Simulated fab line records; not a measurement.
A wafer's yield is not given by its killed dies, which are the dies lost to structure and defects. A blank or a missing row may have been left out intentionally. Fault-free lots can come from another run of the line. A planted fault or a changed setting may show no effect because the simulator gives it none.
Which tool was responsible? :: flow n5 finfet :: Sampling: 11 lots, 33 wafers, 4 of 1938 route steps

## WHAT EACH GAUGE READ, for each wafer
N5_BEOL_M10_CD_MEAS_18: pitch 140 nm, target cd 70 nm.
lot: L246
measured: day 10 05:58
on: cd sem-03
cd nm (nm): 70.2 70.7 70.5

lot: L251
measured: day 11 15:19
on: cd sem-02
cd nm (nm): 70.6 69.9 71.2

lot: L250
measured: day 11 15:28
on: cd sem-01
cd nm (nm): 70.0 70.6 70.9

lot: L254
measured: day 12 16:14
on: cd sem-03
cd nm (nm): 70.4 70.5 69.8

lot: L255
measured: day 13 00:00
on: cd sem-02
cd nm (nm): 69.4 70.3 68.9

lot: L260
measured: day 14 20:47
on: cd sem-01
cd nm (nm): 70.4 70.5 69.4

lot: L259
measured: day 14 21:34
on: cd sem-03
cd nm (nm): 70.9 70.7 71.3

lot: L265
measured: day 17 02:40
on: cd sem-02
cd nm (nm): 69.6 70.1 70.8

lot: L269
measured: day 17 02:52
on: cd sem-03
cd nm (nm): 70.2 69.5 70.4

lot: L268
measured: day 17 07:18
on: cd sem-01
cd nm (nm): 69.9 70.7 70.1

lot: L267
measured: day 17 10:10
on: cd sem-03
cd nm (nm): 71.7 70.0 70.9

N5_BEOL_M10_OVL_MEAS_29.
lot: L246
measured: day 10 07:39
on: overlay-02
V9_OVL (nm): -1.1 -0.6 0.0

lot: L251
measured: day 11 15:46
on: overlay-01
V9_OVL (nm): -0.5 -0.7 -1.0

lot: L250
measured: day 11 16:03
on: overlay-01
V9_OVL (nm): -1.9 -0.1 -1.0

lot: L254
measured: day 12 17:22
on: overlay-02
V9_OVL (nm): -1.5 0.5 -0.7

lot: L255
measured: day 13 02:53
on: overlay-02
V9_OVL (nm): 1.3 0.1 1.0

lot: L260
measured: day 14 21:14
on: overlay-02
V9_OVL (nm): 9.3 8.7 9.2

lot: L259
measured: day 14 22:16
on: overlay-01
V9_OVL (nm): 9.2 8.6 8.7

lot: L265
measured: day 17 04:55
on: overlay-02
V9_OVL (nm): -0.9 0.4 -0.7

lot: L269
measured: day 17 04:58
on: overlay-01
V9_OVL (nm): -1.1 -0.9 -1.4

lot: L268
measured: day 17 07:37
on: overlay-01
V9_OVL (nm): -0.4 0.1 -0.3

lot: L267
measured: day 17 11:34
on: overlay-02
V9_OVL (nm): -0.2 0.5 0.3

## EACH LOT AND THE TOOL THAT RAN IT (in order: tool; ch and the chambers of the sampled wafers; start)
lot: L246
N5_BEOL_M10_HM_OPEN_17: rie metal-03 ch 0,1, day 10 05:42
N5_BEOL_M10_EXPOSE_25: arfi scanner-01 ch 0, day 10 07:29

lot: L251
N5_BEOL_M10_HM_OPEN_17: rie metal-01 ch 0,1, day 11 15:02
N5_BEOL_M10_EXPOSE_25: arfi scanner-01 ch 0, day 11 15:37

lot: L250
N5_BEOL_M10_HM_OPEN_17: rie metal-02 ch 0,1, day 11 15:19
N5_BEOL_M10_EXPOSE_25: arfi scanner-01 ch 0, day 11 15:55

lot: L254
N5_BEOL_M10_HM_OPEN_17: rie metal-03 ch 0,1, day 12 16:01
N5_BEOL_M10_EXPOSE_25: arfi scanner-03 ch 0, day 12 17:13

lot: L255
N5_BEOL_M10_HM_OPEN_17: rie metal-02 ch 1, day 12 23:49
N5_BEOL_M10_EXPOSE_25: arfi scanner-03 ch 0, day 13 02:44

lot: L260
N5_BEOL_M10_HM_OPEN_17: rie metal-03 ch 0,1, day 14 20:36
N5_BEOL_M10_EXPOSE_25: arfi scanner-01 ch 0, day 14 21:04

lot: L259
N5_BEOL_M10_HM_OPEN_17: rie metal-01 ch 0,1, day 14 21:18
N5_BEOL_M10_EXPOSE_25: arfi scanner-01 ch 0, day 14 22:05

lot: L265
N5_BEOL_M10_HM_OPEN_17: rie metal-01 ch 1, day 17 02:21
N5_BEOL_M10_EXPOSE_25: arfi scanner-02 ch 0, day 17 04:45

lot: L269
N5_BEOL_M10_HM_OPEN_17: rie metal-03 ch 0,1, day 17 02:36
N5_BEOL_M10_EXPOSE_25: arfi scanner-02 ch 0, day 17 04:48

lot: L268
N5_BEOL_M10_HM_OPEN_17: rie metal-01 ch 1, day 17 07:04
N5_BEOL_M10_EXPOSE_25: arfi scanner-02 ch 0, day 17 07:28

lot: L267
N5_BEOL_M10_HM_OPEN_17: rie metal-03 ch 0,1, day 17 09:56
N5_BEOL_M10_EXPOSE_25: arfi scanner-03 ch 0, day 17 11:25
- N5_BEOL_M10_HM_OPEN_17: chemistry Cl2/BCl3, target TiN, target depth 20 nm, overetch 6 nm.
- N5_BEOL_M10_EXPOSE_25: exposes mask V9.

## WHAT THE TOOLS THEMSELVES READ (means of the sampled wafers that have a number; where no wafer has one, the mark that the record gives instead)
N5_BEOL_M10_HM_OPEN_17.
lot: L246
tool: rie metal-03
bcl3 flow sccm (sccm): 21.76
drypump motor current A (A): 5.8
oes product au (a.u.): 0.80
throttle valve pct (%): 22.1

lot: L251
tool: rie metal-01
bcl3 flow sccm (sccm): 21.74
drypump motor current A (A): 5.6
oes product au (a.u.): 0.67
throttle valve pct (%): 22.4

lot: L250
tool: rie metal-02
bcl3 flow sccm (sccm): 21.81
drypump motor current A (A): 6.2
oes product au (a.u.): 0.64
throttle valve pct (%): 22.3

lot: L254
tool: rie metal-03
bcl3 flow sccm (sccm): 21.81
drypump motor current A (A): 6.2
oes product au (a.u.): 0.75
throttle valve pct (%): 21.9

lot: L255
tool: rie metal-02
bcl3 flow sccm (sccm): 21.74
drypump motor current A (A): 6.7
oes product au (a.u.): 0.57
throttle valve pct (%): 22.5

lot: L260
tool: rie metal-03
bcl3 flow sccm (sccm): 21.74
drypump motor current A (A): 6.2
oes product au (a.u.): 0.73
throttle valve pct (%): 21.9

lot: L259
tool: rie metal-01
bcl3 flow sccm (sccm): 21.75
drypump motor current A (A): 5.6
oes product au (a.u.): 0.66
throttle valve pct (%): 22.4

lot: L265
tool: rie metal-01
bcl3 flow sccm (sccm): 21.69
drypump motor current A (A): 5.4
oes product au (a.u.): 0.70
throttle valve pct (%): 22.3

lot: L269
tool: rie metal-03
bcl3 flow sccm (sccm): 21.75
drypump motor current A (A): 5.8
oes product au (a.u.): 0.73
throttle valve pct (%): 22.1

lot: L268
tool: rie metal-01
bcl3 flow sccm (sccm): 21.63
drypump motor current A (A): 5.4
oes product au (a.u.): 0.68
throttle valve pct (%): 22.3

lot: L267
tool: rie metal-03
bcl3 flow sccm (sccm): 21.88
drypump motor current A (A): 5.8
oes product au (a.u.): 0.72
throttle valve pct (%): 22.1

## THE ANSWER, worked out from the rows above alone
Rule: the usual values come from the lots themselves. Put in order of their means at a reading, lots are off if they are a third of the lots or fewer, leave a main group of 4 or more, and stand apart from it by a gap of 3 or more times the standard deviation of the main group's means; of several such gaps the widest counts. If all means in a main group match to the digits the tables above print for the reading, that group is not used. Also off: a lot with no number at a reading for which 4 or more lots have one. Any other lot the step has rows for is counted as sound. First the gauges in route order, then the tools' own readings, where a lot's mean is used as printed above. At the first step where some lot is off, the reading lying furthest off is the one used; lots without a number count as furthest.
Off: L260, L259, seen at N5_BEOL_M10_OVL_MEAS_29 (V9_OVL). The main group: mean -0.4 nm, standard deviation 0.57.
If a tool, at a process step before that reading, ran all the lots that are off and no sound lot after the first of them, it fits. Those tools and the gauges at N5_BEOL_M10_OVL_MEAS_29 are tried in the same way. One fits: arfi scanner-01 at N5_BEOL_M10_EXPOSE_25. Its last sound lot is L250 (day 11 15:55), its first lot that is off L260 (day 14 21:04): a fault that began between those two fits.

## WHAT THE SIMULATOR PUT IN
Scanner matching overlay: arfi scanner-01, from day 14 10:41 on, at N5_BEOL_M10_EXPOSE_25. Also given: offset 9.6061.
Lots struck among those shown: L260, L259. The rule given above showed the same thing.
